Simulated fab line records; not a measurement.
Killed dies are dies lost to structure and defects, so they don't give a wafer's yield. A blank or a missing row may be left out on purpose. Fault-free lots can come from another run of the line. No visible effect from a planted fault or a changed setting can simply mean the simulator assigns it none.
Matching of chambers | flow n5Finfet | N5_FIN_SAQP_ETCH_34 on rieDiel-02 has 4 sister chambers
The step etches SiO2 in C4F6/O2, target depth 45 nm, time 15 s. 8 wafers are shown with their chamber, then 12 later ones without.

EACH WAFER AND ITS CHAMBER
wafer  | chamber | drypumpMotorCurrentA (A) | showerheadPlenumPTorr (Torr)
L087.2 | 2       | 5.6                      | 2.91
L087.4 | 3       | 5.8                      | 2.90
L090.3 | 0       | 5.5                      | 2.88
L090.6 | 3       | 5.9                      | 2.89
L091.5 | 1       | 4.8                      | 2.71
L092.4 | 0       | 5.4                      | 2.88
L092.5 | 2       | 5.6                      | 2.91
L092.6 | 1       | 4.8                      | 2.71

WAFERS MISSING THEIR CHAMBER
wafer  | drypumpMotorCurrentA (A) | showerheadPlenumPTorr (Torr)
L093.2 | 5.6                      | 2.91
L093.3 | 5.9                      | 2.89
L093.4 | 4.8                      | 2.71
L094.1 | 5.5                      | 2.88
L094.4 | 5.6                      | 2.91
L094.5 | 5.5                      | 2.88
L095.2 | 5.5                      | 2.87
L095.4 | 5.5                      | 2.87
L095.6 | 4.8                      | 2.71
L096.1 | 5.6                      | 2.91
L096.5 | 4.8                      | 2.71
L096.6 | 5.5                      | 2.87

WHICH CHAMBER EACH WENT THROUGH
wafer  | from the rows above | in truth
L093.2 | 2                   | 2
L093.3 | 3                   | 3
L093.4 | 1                   | 1
L094.1 | 0                   | 0
L094.4 | 2                   | 2
L094.5 | 0                   | 0
L095.2 | 0                   | 0
L095.4 | 0                   | 0
L095.6 | 1                   | 1
L096.1 | 2                   | 2
L096.5 | 1                   | 1
L096.6 | 0                   | 0
Correct placement for 12 of the 12. From these rows, 0 cannot be placed. Wrongly placed: 0.
How it was worked out, from the rows above alone: a wafer's distance from a chamber is the root of the sum, over the readings, of the square of ((its reading less the chamber's mean) divided by the reading's scatter). The wafer belongs to the nearest chamber; if the next one is less than 2 further off, it can't be placed. For every chamber, the mean is computed from those of its wafers that are shown. The scatter: take each reading less its chamber's mean, square it, sum over the shown wafers, divide by the number of wafers less the number of chambers, and take the root.
